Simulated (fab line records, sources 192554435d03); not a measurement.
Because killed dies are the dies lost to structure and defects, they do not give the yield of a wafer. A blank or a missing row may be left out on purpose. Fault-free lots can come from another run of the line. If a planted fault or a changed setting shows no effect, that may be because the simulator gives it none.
Which tool is to blame?	flow n5_finfet	24 lots, 72 wafers sampled, at 6 steps of a route of 1938

== WHAT EACH GAUGE READ, for each wafer ==
N5_BEOL_M11_CD_MEAS_18: pitch 140 nm, target cd 70 nm. Usual: cd_nm at 69.7 nm, with a standard deviation of 0.6.
lot	measured	on	cd_nm (nm)	flag
L074	day 10 21:42	cd_sem-01	70.1 70.4 69.6	
L075	day 11 09:49	cd_sem-03	69.8 69.7 70.0	
L076	day 11 15:47	cd_sem-01	70.1 69.0 69.1	
L079	day 11 19:50	cd_sem-03	70.0 70.9 70.1	
L078	day 11 20:10	cd_sem-02	69.5 69.9 69.9	
L077	day 11 20:20	cd_sem-02	70.4 70.0 71.3	
L080	day 12 14:33	cd_sem-02	69.8 69.5 69.3	
L083	day 12 14:58	cd_sem-02	68.9 70.2 70.5	
L081	day 12 15:31	cd_sem-01	69.2 68.3 69.1	
L082	day 12 17:22	cd_sem-02	70.5 70.4 69.9	
L084	day 12 22:23	cd_sem-02	69.6 69.8 69.9	
L085	day 13 10:23	cd_sem-03	69.7 69.6 69.7	
L087	day 14 03:58	cd_sem-01	68.7 69.2 69.9	
L086	day 14 06:25	cd_sem-03	68.6 70.0 70.6	
L089	day 14 13:02	cd_sem-01	70.5 70.0 69.8	
L088	day 14 16:40	cd_sem-03	70.0 70.1 69.3	
L091	day 14 21:50	cd_sem-01	69.8 69.9 69.8	
L090	day 15 01:41	cd_sem-03	69.8 69.9 68.8	
L093	day 15 09:45	cd_sem-01	70.0 70.5 69.4	
L092	day 15 22:33	cd_sem-02	69.2 70.2 69.6	
L094	day 16 09:14	cd_sem-03	69.0 69.4 68.8	
L095	day 16 16:03	cd_sem-03	70.6 71.0 69.7	
L096	day 16 19:13	cd_sem-02	69.8 69.9 69.6	
L097	day 16 21:02	cd_sem-02	69.6 69.4 69.9	

N5_BEOL_M11_INSPECT_58: inspects for defects (darkfield). Usual: raw_defect_count at 74, with a standard deviation of 22.
lot	measured	on	raw_defect_count	flag
L074	day 11 05:32	defect_inspect-02	61 69 67	
L075	day 11 13:39	defect_inspect-02	41 26 44	
L076	day 11 19:57	defect_inspect-01	74 68 68	
L079	day 12 00:27	defect_inspect-02	80 76 68	
L078	day 12 01:18	defect_inspect-02	85 143 88	
L077	day 12 01:25	defect_inspect-02	68 63 77	
L080	day 12 17:58	defect_inspect-02	61 75 69	
L083	day 12 19:21	defect_inspect-02	85 51 81	
L081	day 12 20:10	defect_inspect-01	58 80 87	
L082	day 12 20:53	defect_inspect-01	60 53 35	
L084	day 13 07:59	defect_inspect-01	75 51 71	
L085	day 13 18:11	defect_inspect-02	66 71 84	
L087	day 14 07:52	defect_inspect-01	84 103 62	
L086	day 14 13:57	defect_inspect-02	58 116 101	
L089	day 14 21:41	defect_inspect-01	97 40 83	
L088	day 14 23:14	defect_inspect-02	50 66 62	
L091	day 15 04:16	defect_inspect-01	75 56 49	
L090	day 15 07:09	defect_inspect-02	71 77 69	
L093	day 15 14:14	defect_inspect-01	62 46 74	
L092	day 16 07:14	defect_inspect-02	44 73 87	
L094	day 16 14:47	defect_inspect-02	42 68 79	
L095	day 16 21:42	defect_inspect-02	57 48 146	
L096	day 16 22:41	defect_inspect-01	100 86 140	
L097	day 17 01:44	defect_inspect-01	53 52 45	

N5_BEOL_M12_THK_MEAS_01. Usual: M12_ILD_THK 662 nm, standard deviation 9.2.
lot	measured	on	M12_ILD_THK (nm)	flag
L074	day 11 05:41	film_metro-01	658 657 669	
L075	day 11 13:49	film_metro-01	652 655 656	
L076	day 11 20:07	film_metro-02	664 674 665	
L079	day 12 00:37	film_metro-01	652 658 667	
L078	day 12 01:29	film_metro-01	660 660 658	
L077	day 12 01:38	film_metro-01	674 676 676	
L080	day 12 18:08	film_metro-02	663 665 664	
L083	day 12 19:43	film_metro-01	662 678 673	
L081	day 12 20:19	film_metro-02	655 661 661	
L082	day 12 21:06	film_metro-02	669 685 680	
L084	day 13 08:12	film_metro-02	651 680 661	
L085	day 13 18:21	film_metro-01	655 677 670	
L087	day 14 08:02	film_metro-02	658 660 662	
L086	day 14 14:07	film_metro-02	653 652 669	
L089	day 14 21:51	film_metro-01	644 656 667	
L088	day 14 23:25	film_metro-02	659 661 664	
L091	day 15 04:29	film_metro-01	662 662 659	
L090	day 15 07:19	film_metro-01	652 656 666	
L093	day 15 14:25	film_metro-01	643 664 664	
L092	day 16 07:25	film_metro-02	648 655 669	
L094	day 16 14:57	film_metro-02	653 680 677	
L095	day 16 21:52	film_metro-02	657 666 675	
L096	day 16 22:52	film_metro-01	656 678 665	
L097	day 17 01:54	film_metro-02	658 658 658	

N5_BEOL_M12_OVL_MEAS_29. Usual: M12_OVL -1 nm, standard deviation 6.8.
lot	measured	on	M12_OVL (nm)	flag
L074	day 11 07:46	overlay-01	6 4 5	
L075	day 11 15:35	overlay-01	5 -6 5	
L076	day 11 21:29	overlay-01	4 -2 9	
L079	day 12 02:10	overlay-02	-11 -12 -2	
L078	day 12 02:44	overlay-01	-6 -2 -5	
L077	day 12 02:55	overlay-01	-6 1 -12	
L080	day 12 19:32	overlay-01	-4 0 1	
L083	day 12 21:00	overlay-01	-7 -3 3	
L081	day 12 21:42	overlay-01	9 4 7	
L082	day 12 22:36	overlay-02	5 -1 0	
L084	day 13 09:27	overlay-02	-2 -10 -1	
L085	day 13 19:46	overlay-01	8 13 15	
L087	day 14 09:50	overlay-02	-6 2 -6	
L086	day 14 15:37	overlay-01	-4 -1 1	
L089	day 14 23:13	overlay-01	-14 -6 -6	
L088	day 15 00:54	overlay-01	2 -3 3	
L091	day 15 05:51	overlay-01	12 -1 0	
L090	day 15 08:52	overlay-01	-8 -11 -2	
L093	day 15 15:40	overlay-02	-7 3 -1	
L092	day 16 08:47	overlay-01	-5 -8 -9	
L094	day 16 16:46	overlay-01	0 -2 -5	
L095	day 16 23:07	overlay-02	1 -1 -1	
L096	day 17 00:14	overlay-02	3 2 1	
L097	day 17 03:09	overlay-01	-3 -8 5	

== TOOL THAT RAN EACH LOT (tool first, then ch and the chambers of the sampled wafers, then the start) ==
lot	N5_BEOL_M11_ETCH_62	N5_BEOL_M11_SPUTTER_48
L074	rie_diel-05 ch 0,2,3, day 10 21:20	pvd_sputter-01, day 11 04:32
L075	rie_diel-02 ch 0,2,3, day 11 09:26	pvd_sputter-01, day 11 12:41
L076	rie_diel-04 ch 0,3, day 11 15:25	pvd_sputter-02, day 11 18:59
L079	rie_diel-05 ch 0,1,3, day 11 19:28	pvd_sputter-02, day 11 23:27
L078	rie_diel-04 ch 0,2,3, day 11 19:43	pvd_sputter-01, day 12 00:20
L077	rie_diel-05 ch 0,1,2, day 11 19:58	pvd_sputter-01, day 12 00:27
L080	rie_diel-02 ch 0,2, day 12 14:11	pvd_sputter-02, day 12 16:59
L083	rie_diel-04 ch 0,1,3, day 12 14:36	pvd_sputter-01, day 12 18:02
L081	rie_diel-04 ch 0,1,3, day 12 14:53	pvd_sputter-02, day 12 19:08
L082	rie_diel-02 ch 0,2, day 12 16:54	pvd_sputter-02, day 12 19:55
L084	rie_diel-04 ch 0,3, day 12 21:55	pvd_sputter-02, day 13 05:54
L085	rie_diel-04 ch 2,3, day 13 09:55	pvd_sputter-01, day 13 17:08
L087	rie_diel-04 ch 2,3, day 14 03:33	pvd_sputter-01, day 14 06:53
L086	rie_diel-02 ch 0,1,3, day 14 06:01	pvd_sputter-03, day 14 12:56
L089	rie_diel-02 ch 1,2,3, day 14 12:34	pvd_sputter-02, day 14 20:43
L088	rie_diel-04 ch 0,1,2, day 14 16:17	pvd_sputter-02, day 14 22:11
L091	rie_diel-02 ch 0,1,2, day 14 21:28	pvd_sputter-02, day 15 03:18
L090	rie_diel-04 ch 1,3, day 15 01:19	pvd_sputter-01, day 15 06:10
L093	rie_diel-05 ch 0,1,3, day 15 09:23	pvd_sputter-01, day 15 13:13
L092	rie_diel-02 ch 0,2,3, day 15 22:05	pvd_sputter-03, day 16 06:11
L094	rie_diel-04 ch 2,3, day 16 08:52	pvd_sputter-01, day 16 13:44
L095	rie_diel-05 ch 0,1, day 16 15:33	pvd_sputter-03, day 16 20:18
L096	rie_diel-02 ch 1,2, day 16 18:51	pvd_sputter-01, day 16 21:37
L097	rie_diel-02 ch 0,1,3, day 16 20:40	pvd_sputter-01, day 17 00:35
- N5_BEOL_M11_ETCH_62: etches SOC in N2/H2, target depth 110 nm, overetch 22 nm, time 165 s.
- N5_BEOL_M11_SPUTTER_48: material Cu, target thk 12 nm, time 2 s.

== WHAT THE TOOLS THEMSELVES READ (means of the sampled wafers that have a number; where no wafer has one, the mark that the record gives instead) ==
N5_BEOL_M11_ETCH_62. Usual: drypump_motor_current_A 5.6 A, standard deviation 0.41; oes_product_au 0.67 a.u., standard deviation 0.06; rf_vpp_V 524.5 V, standard deviation 1.9; showerhead_plenum_p_Torr 2.57 Torr, standard deviation 0.069; temp_c 40.00 C, standard deviation 0.11; throttle_valve_pct 17.82 %, standard deviation 0.26.
lot	tool	drypump_motor_current_A (A)	oes_product_au (a.u.)	rf_vpp_V (V)	showerhead_plenum_p_Torr (Torr)	temp_c (C)	throttle_valve_pct (%)	flag
L074	rie_diel-05	5.8	0.70	525.3	2.57	39.94	17.76	
L075	rie_diel-02	5.4	0.67	525.7	2.63	39.84	17.79	
L076	rie_diel-04	5.8	0.68	524.9	2.58	40.06	17.88	
L079	rie_diel-05	5.8	0.66	524.0	2.54	39.96	17.78	
L078	rie_diel-04	6.0	0.68	524.4	2.57	39.98	17.89	
L077	rie_diel-05	5.8	0.65	524.4	2.58	40.03	17.89	
L080	rie_diel-02	5.4	0.71	527.0	2.66	40.04	17.63	
L083	rie_diel-04	5.7	0.69	523.2	2.53	40.05	17.80	
L081	rie_diel-04	5.6	0.69	523.2	2.53	40.01	17.79	
L082	rie_diel-02	5.5	0.67	525.1	2.59	40.01	17.60	
L084	rie_diel-04	5.8	0.66	525.1	2.55	40.03	17.77	
L085	rie_diel-04	5.9	0.70	525.0	2.59	40.04	18.05	
L087	rie_diel-04	6.2	0.70	524.9	2.59	39.99	18.08	
L086	rie_diel-02	5.1	0.70	526.8	2.65	40.15	17.80	
L089	rie_diel-02	5.3	0.65	525.1	2.58	40.10	17.78	
L088	rie_diel-04	5.9	0.68	523.0	2.52	39.95	17.83	
L091	rie_diel-02	5.3	0.70	524.3	2.60	40.06	17.59	
L090	rie_diel-04	5.6	0.70	524.3	2.55	39.89	17.95	
L093	rie_diel-05	5.8	0.63	524.3	2.53	39.96	17.82	
L092	rie_diel-02	5.4	0.64	525.9	2.62	39.99	17.86	
L094	rie_diel-04	6.2	0.68	524.5	2.58	40.05	18.10	
L095	rie_diel-05	6.0	0.59	524.2	2.58	40.14	18.11	
L096	rie_diel-02	5.1	0.69	524.5	2.56	39.81	17.56	
L097	rie_diel-02	5.2	0.67	525.8	2.64	40.06	17.83	

N5_BEOL_M11_SPUTTER_48. Usual: chuck_gas_flow_sccm 1.26 sccm, standard deviation 0.054; throttle_valve_pct 30.3 %, standard deviation 1.2.
lot	tool	chuck_gas_flow_sccm (sccm)	throttle_valve_pct (%)	flag
L074	pvd_sputter-01	1.26	31.5	
L075	pvd_sputter-01	1.27	30.4	
L076	pvd_sputter-02	1.30	30.0	
L079	pvd_sputter-02	1.22	30.2	
L078	pvd_sputter-01	1.31	29.2	
L077	pvd_sputter-01	1.26	30.5	
L080	pvd_sputter-02	1.26	30.0	
L083	pvd_sputter-01	1.29	30.1	
L081	pvd_sputter-02	1.24	30.3	
L082	pvd_sputter-02	1.26	30.6	
L084	pvd_sputter-02	1.24	30.2	
L085	pvd_sputter-01	1.29	31.2	
L087	pvd_sputter-01	1.27	31.8	
L086	pvd_sputter-03	1.23	30.9	
L089	pvd_sputter-02	1.25	30.1	
L088	pvd_sputter-02	1.25	30.6	
L091	pvd_sputter-02	1.23	29.9	
L090	pvd_sputter-01	1.26	31.2	
L093	pvd_sputter-01	1.28	29.2	
L092	pvd_sputter-03	1.24	29.7	
L094	pvd_sputter-01	1.26	31.6	
L095	pvd_sputter-03	1.21	29.9	
L096	pvd_sputter-01	1.27	30.2	
L097	pvd_sputter-01	1.30	30.1	

== THE ANSWER, worked out from the rows above alone ==
Rule: a lot counts as off when the mean over its wafers that have a number is more than 3 standard deviations away from the usual mean. Also off: a lot with no number at a reading for which 4 or more lots have one. Where the step has rows for the other lots, those lots are counted as sound. First the gauges in route order, then the tools' own readings, where a lot's mean is used as printed above. The first step at which some lot is off is used, and at that step the reading that is off furthest; a lot without a number counts as furthest.
No lot is off at any reading shown: from this, nothing can be told.

== WHAT THE SIMULATOR HAD INSERTED ==
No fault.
